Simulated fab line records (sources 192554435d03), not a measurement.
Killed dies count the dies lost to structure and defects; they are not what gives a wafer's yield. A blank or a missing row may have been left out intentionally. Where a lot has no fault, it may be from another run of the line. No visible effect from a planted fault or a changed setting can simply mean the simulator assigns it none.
Lot-split experiment / flow n5-finfet / 21 wafers read from 7 lots, route of 1938 steps

SPLIT DETAILS
At N5_BEOL_M14_TRENCH_ETCH_34 (etches SiO2 in C4F8/O2/Ar, target depth 556.65 nm, time 126.9 s), the setting time-s was moved away from the recipe's 126.9 s on 5 of the 21 wafers read, by -15.1% to -9.0%. For the rest of the wafers, this setting stayed at what the recipe calls for.

FROM THE SPLIT TO THE READING: what the file shows between them, 9 steps
- N5_BEOL_M14_STRIP_70: strips in C4F8/O2/Ar
- N5_BEOL_M14_OCD_MEAS_35
- N5_BEOL_M14_STRIP_37: strips in O2
- N5_BEOL_M14_ETCH_38: etches SiCN in CF4/N2, target depth 106.5 nm, time 120.6 s
- N5_BEOL_M14_ECD_47: material Cu, target thk 1248 nm
- N5_BEOL_M14_ANNEAL_48: time 90 s
- N5_BEOL_M14_CMP_49: polishes, stops on SiO2, t overpolish 5.2 s, target thk 560 nm
- N5_BEOL_M14_THK_MEAS_50: measures by xrf
- N5_BEOL_M14_DEP_53: deposits SiCN from 3MS/NH3, target thk 50 nm, time 17.8 s (also split here: time-s)

THE READING
M14_RS (ohm/sq), read at N5_BEOL_M14_RS_MEAS_54 with a four-point probe. Typical for fault-free wafers on this fab line: 0.0331 ohm/sq, with standard deviation 0.00048 ohm/sq.

wafer=L075.3; tool, chamber at the split=rie-diel-02, 2; time-s as run, s=126.9; against the recipe=recipe; M14_RS, ohm/sq=0.0333; against lot-mates on the recipe=-
wafer=L075.4; tool, chamber at the split=rie-diel-02, 2; time-s as run, s=126.9; against the recipe=recipe; M14_RS, ohm/sq=0.0333; against lot-mates on the recipe=-
wafer=L075.6; tool, chamber at the split=rie-diel-02, 0; time-s as run, s=126.9; against the recipe=recipe; M14_RS, ohm/sq=0.0332; against lot-mates on the recipe=-
wafer=L076.2; tool, chamber at the split=rie-diel-01, 2; time-s as run, s=115.5; against the recipe=-9.0%; M14_RS, ohm/sq=0.0358; against lot-mates on the recipe=+0.0033
wafer=L076.3; tool, chamber at the split=rie-diel-01, 3; time-s as run, s=126.9; against the recipe=recipe; M14_RS, ohm/sq=0.0325; against lot-mates on the recipe=-
wafer=L076.5; tool, chamber at the split=rie-diel-01, 1; time-s as run, s=126.9; against the recipe=recipe; M14_RS, ohm/sq=0.0325; against lot-mates on the recipe=-
wafer=L078.3; tool, chamber at the split=rie-diel-03, 1; time-s as run, s=126.9; against the recipe=recipe; M14_RS, ohm/sq=0.0331; against lot-mates on the recipe=-
wafer=L078.4; tool, chamber at the split=rie-diel-03, 3; time-s as run, s=126.9; against the recipe=recipe; M14_RS, ohm/sq=0.0325; against lot-mates on the recipe=-
wafer=L078.6; tool, chamber at the split=rie-diel-03, 0; time-s as run, s=107.8; against the recipe=-15.1%; M14_RS, ohm/sq=0.0393; against lot-mates on the recipe=+0.0065
wafer=L081.1; tool, chamber at the split=rie-diel-02, 1; time-s as run, s=126.9; against the recipe=recipe; M14_RS, ohm/sq=0.0334; against lot-mates on the recipe=-
wafer=L081.2; tool, chamber at the split=rie-diel-02, 3; time-s as run, s=126.9; against the recipe=recipe; M14_RS, ohm/sq=0.0337; against lot-mates on the recipe=-
wafer=L081.5; tool, chamber at the split=rie-diel-02, 1; time-s as run, s=112.5; against the recipe=-11.3%; M14_RS, ohm/sq=0.0377; against lot-mates on the recipe=+0.0042
wafer=L086.1; tool, chamber at the split=rie-diel-03, 2; time-s as run, s=126.9; against the recipe=recipe; M14_RS, ohm/sq=0.0335; against lot-mates on the recipe=-
wafer=L086.2; tool, chamber at the split=rie-diel-03, 3; time-s as run, s=126.9; against the recipe=recipe; M14_RS, ohm/sq=0.0328; against lot-mates on the recipe=-
wafer=L086.4; tool, chamber at the split=rie-diel-03, 0; time-s as run, s=126.9; against the recipe=recipe; M14_RS, ohm/sq=0.0336; against lot-mates on the recipe=-
wafer=L087.1; tool, chamber at the split=rie-diel-03, 0; time-s as run, s=114.2; against the recipe=-10.0%; M14_RS, ohm/sq=0.0374; against lot-mates on the recipe=+0.0049
wafer=L087.3; tool, chamber at the split=rie-diel-03, 3; time-s as run, s=126.9; against the recipe=recipe; M14_RS, ohm/sq=0.0325; against lot-mates on the recipe=-
wafer=L087.4; tool, chamber at the split=rie-diel-03, 0; time-s as run, s=114.2; against the recipe=-10.0%; M14_RS, ohm/sq=0.0374; against lot-mates on the recipe=+0.0049
wafer=L096.3; tool, chamber at the split=rie-diel-03, 1; time-s as run, s=126.9; against the recipe=recipe; M14_RS, ohm/sq=0.0331; against lot-mates on the recipe=-
wafer=L096.4; tool, chamber at the split=rie-diel-03, 0; time-s as run, s=126.9; against the recipe=recipe; M14_RS, ohm/sq=0.0337; against lot-mates on the recipe=-
wafer=L096.5; tool, chamber at the split=rie-diel-03, 0; time-s as run, s=126.9; against the recipe=recipe; M14_RS, ohm/sq=0.0340; against lot-mates on the recipe=-

THE FIT
A straight line over all 21 wafers: M14_RS changes by -0.000397 ohm/sq for each +1% of time-s; r = -0.97; the points scatter about the line by 0.00049 ohm/sq.
The same after taking each lot's own level away (the mean of its wafers on the recipe; 21 wafers): -0.000428 ohm/sq for each +1%; r = -0.99; scatter 0.00037 ohm/sq.
According to that fit, moving time-s by its largest amount changes the reading by 0.0064 ohm/sq.
From 0.03250 to 0.03360 ohm/sq: that is the span of the lots' own levels, equal to 2.3 times the standard deviation above.
The two slopes are in agreement: the lot-to-lot level therefore moves the slope only a little.
Check: +0.00642 ohm/sq against its lot-mates is what the line predicts for one of the wafers moved furthest among these (-15.1%) when that wafer is left out of the fit. It came out at +0.0065 ohm/sq against them.

OTHER SPLITS ON THESE WAFERS
Other splits were also applied to these wafers ahead of the reading. Each is held against what the fit with the lots' levels taken away leaves over:
other split on the same wafers=N5_BEOL_M13_ETCH_59 time-s; wafers away from the commonest value=5; r with M14_RS (lot level and that fit taken away)=-0.51
other split on the same wafers=N5_BEOL_M14_DEP_53 time-s; wafers away from the commonest value=5; r with M14_RS (lot level and that fit taken away)=+0.24

THE WHOLE CHAIN: every reading that the file lists as answering this split, in the file's order
step=N5_BEOL_M14_TRENCH_ETCH_34; what it does=etches SiO2 in C4F8/O2/Ar, target depth 556.65 nm, time 126.9 s; reading=etch.depth-nm (the simulator's own value, which no gauge read); change (the file's fit)=+6.17 nm for each +1% of the setting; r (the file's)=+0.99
step=N5_BEOL_M14_OCD_MEAS_35; what it does=; reading=trench-depth-nm; change (the file's fit)=+6.15 nm for each +1% of the setting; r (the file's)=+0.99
step=N5_BEOL_M14_CMP_49; what it does=polishes, stops on SiO2, t overpolish 5.2 s, target thk 560 nm; reading=Cu_of_BEOL_M14_ECD_47.thk-nm (the simulator's own value, which no gauge read); change (the file's fit)=+6.09 nm for each +1% of the setting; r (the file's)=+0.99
step=N5_BEOL_M14_THK_MEAS_50; what it does=measures by xrf; reading=M14_THK; change (the file's fit)=+5.95 for each +1% of the setting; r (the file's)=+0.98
step=N5_BEOL_M14_RS_MEAS_54; what it does=measures by four-point-probe; reading=M14_RS; change (the file's fit)=-0.000417 for each +1% of the setting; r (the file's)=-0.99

THE FILE'S OWN FIT
M14_RS changes by -0.000417 ohm/sq for each +1% of time-s, r = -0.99.
